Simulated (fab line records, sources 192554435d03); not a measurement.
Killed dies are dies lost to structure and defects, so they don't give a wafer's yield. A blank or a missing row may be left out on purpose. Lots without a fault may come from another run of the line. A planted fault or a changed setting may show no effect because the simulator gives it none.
fab line records | flow n5_finfet
record lots=10 wafers=29 last_day=17
route steps=1938 shown BEOL_M4@1069
lots that met no fault: from a run of the same line without faults
start_h: hours from the record's first day to the start of the lot's first wafer shown | wait_h: hours since the lot's step before | " the same as in the row above | L1.1+2: a row that stands for several wafers | - no value, or no start given | * or withheld: withheld | < > ~ a bound
route shown NAME@n: a module of which the file shows steps, and the number in the route of the first | usual: mean/standard deviation of fault-free wafers | same: alike in all rows | chamber/n: place in a boat | sites: the reading at each site | _std_site: their standard deviation | _edge_site: outer sites' mean less inner sites' | radius_mm: how far each site lies from the wafer's centre | mask NAME#n: copy n | behind: the tool/chamber that last shaped the wafer | hold: why the lot was held/for how many hours/how that ended | device: the transistor (n, p or np) that didn't switch | end of line: the same wafers' tests at the end of the route | a step without rows: its recipe alone | killed: dies lost to structure and defects at the first sort, not the wafer's yield | map: a wafer's dies, x killed, . not, _ none there
set.NAME: the setting as run; set.NAME@STEP: as run at that earlier step | model.NAME: the simulator's own value behind a step, which no gauge read
steps of the route over a sample of lots; a table a step, a row a wafer
services: from which hour (start_h, from the record's first day; less than 0 if before it) a tool's chamber was out of use, for how many hours, and why
## steps
# step N5_BEOL_M4_STRIP_36
# recipe chemistry=N2/H2 power_w=450 temp_c=40 pressure_mtorr=20 rf_frequency_hz=6e+07 overash_fraction=0.3 bias_power_w=7 h2_frac=0.5 n2_flow_sccm=200 h2_flow_sccm=200
# usual drypump_motor_current_A=5.8/0.56 oes_product_au=0.79/0.085 power_w=449.9/1.3 rf_vpp_V=59.3/1.2 showerhead_plenum_p_Torr=2.53/0.08 throttle_valve_pct=23.7/0.33
# columns lot.wafer tool chamber start_h wait_h drypump_motor_current_A oes_product_au power_w rf_hours_counter_h rf_vpp_V showerhead_plenum_p_Torr throttle_valve_pct
L286.1 rie_diel-02 1 168.88 0.0 5.5 0.70 448.0 212 58.2 2.63 23.9
L286.3 " 2 " " 6.4 0.85 450.9 85 59.7 2.57 23.8
L286.5 " 0 " " 5.2 0.90 451.1 - 58.1 2.49 23.5
L284.3 rie_diel-02 2 169.26 0.0 6.5 0.84 449.9 85 59.3 2.57 23.7
L284.4 " 3 " " 5.1 0.67 450.3 226 60.1 2.51 24.4
L284.5 " 3 " " 5.1 0.67 448.2 - 59.7 2.52 24.4
L285.2 rie_diel-02 2 173.82 0.0 6.5 0.84 449.1 86 59.4 2.57 23.7
L285.4 " 0 " " 5.3 0.88 450.0 29 58.3 2.49 23.5
L285.6 " 3 " " 5.1 0.67 450.2 - 59.4 2.51 24.4
L289.1 rie_diel-06 3 197.75 0.0 4.9 0.80 449.0 100 60.9 2.57 24.0
L289.3 " 0 " " 6.9 0.79 451.7 115 62.6 2.45 23.2
L289.6 " 3 " " 4.9 0.79 449.9 - 59.7 2.56 24.0
L287.1 rie_diel-04 1 199.00 0.0 5.9 0.92 451.3 11 60.9 2.49 23.5
L287.3 " 2 " " 5.9 0.81 451.0 79 59.6 2.46 23.8
L287.6 " 3 " " 6.0 0.84 451.1 - 60.3 2.68 23.6
L293.3 rie_diel-04 2 210.60 0.0 5.8 0.80 450.4 84 57.6 2.46 23.8
L293.5 " 2 " " 5.8 0.81 449.7 - 57.6 2.46 23.8
L299.1 rie_diel-04 3 251.72 0.0 6.0 0.81 450.5 87 58.6 2.68 23.6
L299.3 " 0 " " 6.5 0.95 451.4 16 59.8 2.48 23.3
L299.6 " 2 " " 5.8 0.80 452.7 - 58.7 2.46 23.8
L298.2 rie_diel-02 0 258.43 0.0 5.2 0.84 448.4 54 60.7 2.48 23.6
L298.3 " 2 " " 6.5 0.80 450.4 112 58.3 2.56 23.8
L298.6 " 1 " " 5.5 0.69 451.0 - 58.1 2.62 24.0
L303.2 rie_diel-02 3 282.11 0.0 5.1 0.99 450.1 3 58.8 2.50 24.1
L303.3 " 2 " " 6.5 0.79 451.0 124 58.6 2.55 23.8
L303.4 " 1 " " 5.5 0.69 450.4 250 58.1 2.61 24.0
L306.1 rie_diel-06 0 302.25 0.0 6.8 0.74 450.1 153 61.6 2.43 23.3
L306.4 " 2 " " 5.9 0.69 450.6 200 58.9 2.41 23.4
L306.5 " 1 " " 5.7 0.71 449.8 - 59.2 2.63 24.2
# step N5_BEOL_M4_ALD_84
# recipe material=TaN target_thk_a=* temp_c=275 ald_precursor_family=PDMAT ald_co_reactant=NH3 pressure_torr=3 carrier_flow_sccm=1500 pulse_time_s=2 purge_time_s=3 co_reactant_purge_time_s=2 co_reactant_pulse_time_s=3 ald_cycles=30 precursor_vessel_temp_c=75 precursor_vessel_pressure_torr=26.25 precursor_vessel_carrier_sccm=1000
# usual co_reactant_pulse_time_s=3/0 heater_power_w=436/45
# same co_reactant_purge_time_s=2 purge_time_s=3
# columns lot.wafer tool chamber start_h wait_h co_reactant_pulse_time_s heater_power_w
L286.1 ald_metal-02 3 169.68 0.1 3 402
L286.3 " 0 " " 3 416
L286.5 " 3 " " 3 395
L284.3 ald_metal-04 1 169.75 0.0 3 499
L284.4 " 0 " " 3 389
L284.5 " 3 " " 3 487
L285.2 ald_metal-02 1 174.59 0.1 3 472
L285.4 " 2 " " 3 433
L285.6 " 2 " " 3 414
L289.1 ald_metal-01 3 198.24 0.0 3 385
L289.3 " 1 " " 3 379
L289.6 " 3 " " 3 386
L287.1 ald_metal-02 1 199.49 0.0 3 469
L287.3 " 2 " " 3 425
L287.6 " 1 " " 3 469
L293.3 ald_metal-01 2 211.22 0.0 3.3825 472
L293.5 " 2 " " 3.3825 483
L299.1 ald_metal-04 1 252.32 0.0 3 495
L299.3 " 0 " " 3 384
L299.6 " 0 " " 3 409
L298.2 ald_metal-04 3 259.20 0.1 3 495
L298.3 " 1 " " 3 508
L298.6 " 0 " " 3 387
L303.2 ald_metal-04 2 282.83 0.0 3 495
L303.3 " 0 " " 3 391
L303.4 " 3 " " 3 493
L306.1 ald_metal-02 1 302.92 0.0 3 478
L306.4 " 0 " " 3 427
L306.5 " 2 " " 3 424
# step N5_BEOL_M4_ANNEAL_49
# recipe temp_c=400 time_s=240 ambient=vacuum
# usual heater_power_w=849/83
# columns lot.wafer tool chamber start_h wait_h heater_power_w
L286.1 pvd_sputter-01 - 170.31 0.0 947
L286.3 " - " " 807
L286.5 " - " " 905
L284.3 pvd_sputter-03 - 170.41 0.0 883
L284.4 " - " " 891
L284.5 " - " " 778
L285.2 pvd_sputter-01 - 175.23 0.0 808
L285.4 " - " " 948
L285.6 " - " " 936
L289.1 pvd_sputter-02 - 198.76 0.0 798
L289.3 " - " " 991
L289.6 " - " " 893
L287.1 pvd_sputter-01 - 200.26 0.0 807
L287.3 " - " " 912
L287.6 " - " " 923
L293.3 pvd_sputter-01 - 212.03 0.0 723
L293.5 " - " " 801
L299.1 pvd_sputter-01 - 252.85 0.0 930
L299.3 " - " " 811
L299.6 " - " " 907
L298.2 pvd_sputter-01 - 259.97 0.0 715
L298.3 " - " " 938
L298.6 " - " " 920
L303.2 pvd_sputter-02 - 283.70 0.0 990
L303.3 " - " " 745
L303.4 " - " " 818
L306.1 pvd_sputter-02 - 303.60 0.0 913
L306.4 " - " " 805
L306.5 " - " " 989
# step N5_BEOL_M4_SPUTTER_81
# recipe material=Cu target_thk_a=45 temp_c=-20 chamber_pressure_pa=0.07 power_w=withheld time_s=8.29
# usual throttle_valve_pct=29.8/1.3
# columns lot.wafer tool chamber start_h wait_h throttle_valve_pct
L286.1 pvd_sputter-01 - 170.67 0.1 31.3
L286.3 " - " " 29.3
L286.5 " - " " 30.3
L284.3 pvd_sputter-03 - 170.77 0.1 31.2
L284.4 " - " " 31.4
L284.5 " - " " 28.1
L285.2 pvd_sputter-01 - 175.59 0.1 29.2
L285.4 " - " " 31.3
L285.6 " - " " 31.3
L289.1 pvd_sputter-02 - 199.12 0.1 27.7
L289.3 " - " " 29.8
L289.6 " - " " 29.6
L287.1 pvd_sputter-01 - 200.62 0.1 29.6
L287.3 " - " " 30.2
L287.6 " - " " 31.2
L293.3 pvd_sputter-01 - 212.39 0.1 28.7
L293.5 " - " " 29.3
L299.1 pvd_sputter-01 - 253.21 0.1 30.3
L299.3 " - " " 29.0
L299.6 " - " " 31.3
L298.2 pvd_sputter-01 - 260.33 0.1 28.3
L298.3 " - " " 31.1
L298.6 " - " " 31.2
L303.2 pvd_sputter-02 - 284.06 0.1 29.8
L303.3 " - " " 29.6
L303.4 " - " " 28.1
L306.1 pvd_sputter-02 - 303.96 0.1 29.7
L306.4 " - " " 27.9
L306.5 " - " " 29.8
# step N5_BEOL_M4_RC_MEAS_101
# usual DIBL_N=36.3/1 DIBL_P=36.2/1.4 IOFF_N=0.157/0.021 IOFF_P=0.206/0.025 ION_N=673/9 ION_P=461/6.4 SS_N=71.5/0.5 SS_P=73.2/0.47 VT_N=249.9/2.4 VT_P=-250.6/2.9
# columns lot.wafer tool chamber start_h wait_h DIBL_N[mV/V] DIBL_P[mV/V] IOFF_N[nA/um] IOFF_P[nA/um] ION_N[uA/um] ION_P[uA/um] SS_N[mV/dec] SS_P[mV/dec] VT_N[mV] VT_P[mV]
L286.1 prober-02 0 173.09 0.0 36.7 35.9 0.175 0.204 683 460 71.6 73.8 249.0 -251.3
L286.3 " 0 " " 34.9 34.3 0.153 0.182 679 466 71.4 73.2 250.8 -252.4
L286.5 " 0 " " 36.6 36.5 0.190 0.208 689 462 71.7 74.1 248.7 -253.0
L284.3 prober-01 0 173.55 0.3 35.3 34.4 0.136 0.177 671 462 70.8 73.1 250.8 -251.1
L284.4 " 0 " " 37.3 37.2 0.170 0.217 682 467 71.2 74.0 248.2 -250.9
L284.5 " 0 " " 34.9 34.2 0.129 0.175 668 461 70.1 73.2 250.4 -252.8
L285.2 prober-02 0 178.17 0.2 36.3 36.9 0.150 0.209 659 457 71.7 72.9 252.3 -251.1
L285.4 " 0 " " 35.5 36.1 0.134 0.194 657 452 71.6 73.6 255.2 -251.2
L285.6 " 0 " " 37.9 38.2 0.171 0.225 669 461 72.7 74.3 250.0 -252.0
L289.1 prober-01 0 201.54 0.0 37.5 35.9 0.151 0.199 668 464 71.5 73.9 250.2 -249.6
L289.3 " 0 " " 39.5 38.7 0.202 0.242 686 467 72.3 73.3 246.9 -247.3
L289.6 " 0 " " 38.3 37.6 0.181 0.226 686 469 71.5 73.5 250.7 -250.6
L287.1 prober-01 0 203.23 0.0 35.1 35.5 0.132 0.191 675 465 70.5 72.7 252.1 -252.4
L287.3 " 0 " " 36.8 37.4 0.159 0.221 679 471 71.0 73.3 246.7 -248.8
L287.6 " 0 " " 36.6 37.1 0.158 0.216 679 464 71.9 72.9 248.5 -251.5
L293.3 prober-02 0 215.13 0.3 35.7 34.6 0.132 0.177 668 458 71.7 72.9 250.7 -251.9
L293.5 " 0 " " 37.5 36.7 0.153 0.205 664 458 71.8 73.6 251.9 -251.3
L299.1 prober-01 0 255.63 0.0 36.5 35.7 0.142 0.199 665 454 71.3 73.1 250.0 -250.1
L299.3 " 0 " " 38.0 37.5 0.169 0.228 666 463 71.4 73.5 249.7 -248.1
L299.6 " 0 " " 36.4 35.4 0.138 0.196 658 456 71.1 73.1 250.6 -253.0
L298.2 prober-02 0 263.53 0.2 35.6 35.0 0.139 0.220 666 466 71.5 72.8 251.5 -247.1
L298.3 " 0 " " 37.0 35.2 0.150 0.224 671 462 71.8 73.1 250.7 -247.0
L298.6 " 0 " " 36.3 35.1 0.145 0.217 661 462 71.1 72.9 251.4 -247.4
L303.2 prober-01 0 287.29 0.8 35.8 36.5 0.162 0.227 680 469 71.4 74.0 245.4 -247.4
L303.3 " 0 " " 34.6 35.0 0.136 0.198 670 467 71.5 72.7 251.9 -251.0
L303.4 " 0 " " 35.3 35.7 0.152 0.210 677 468 71.4 73.7 251.6 -245.4
L306.1 prober-02 0 306.57 0.0 36.6 39.0 0.183 0.210 688 469 71.7 73.4 246.7 -247.7
L306.4 " 0 " " 37.6 40.5 0.208 0.230 697 462 71.7 73.7 247.3 -248.8
L306.5 " 0 " " 36.7 38.5 0.187 0.207 686 462 72.0 73.4 246.2 -249.5
## services
# columns tool chamber start_h hours kind
rie_diel-04 1 151.30 - clean
rie_diel-04 1 151.30 - consumable_replace:focus_ring
rie_diel-04 1 151.30 20.6 scheduled_down
rie_diel-04 1 151.30 20.6 vent_cycle
rie_diel-06 2 154.30 2.7 repair
rie_diel-02 - 187.98 14.6 pm
rie_diel-04 0 191.11 - clean
rie_diel-04 0 191.11 - consumable_replace:focus_ring
rie_diel-04 0 191.11 17.0 scheduled_down
rie_diel-04 0 191.11 17.0 vent_cycle
ald_metal-02 - 201.78 6.0 pm
rie_diel-04 1 209.25 5.5 repair
ald_metal-02 0 223.66 15.9 repair
rie_diel-04 0 234.06 1.5 repair
rie_diel-02 3 252.44 - clean
rie_diel-02 3 252.44 - consumable_replace:focus_ring
rie_diel-02 3 252.44 23.4 scheduled_down
rie_diel-02 3 252.44 23.4 vent_cycle
rie_diel-02 1 284.06 - clean
rie_diel-02 1 284.06 - consumable_replace:focus_ring
rie_diel-02 1 284.06 13.9 scheduled_down
rie_diel-02 1 284.06 13.9 vent_cycle
## key
first_sign step=N5_BEOL_M4_ALD_84 reading=co_reactant_pulse_time_s direction=up sigmas=99+ usual=* struck=*
effect none on later readings
met_at N5_BEOL_M4_ALD_84
struck_lots L293
struck_wafers L293.3,L293.5
not_acting_at N5_BEOL_M4_STRIP_36,N5_BEOL_M4_ANNEAL_49,N5_BEOL_M4_SPUTTER_81
onset_between 198.24 211.22
fault kind=process_parameter_drift tool=ald_metal-01 chamber=- onset_h=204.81 steps=N5_BEOL_M4_ALD_84 channel=co_reactant_pulse_time_s offset=* shape=step end_h=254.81 scope=struck_wafers_only acts_in=* stated=*
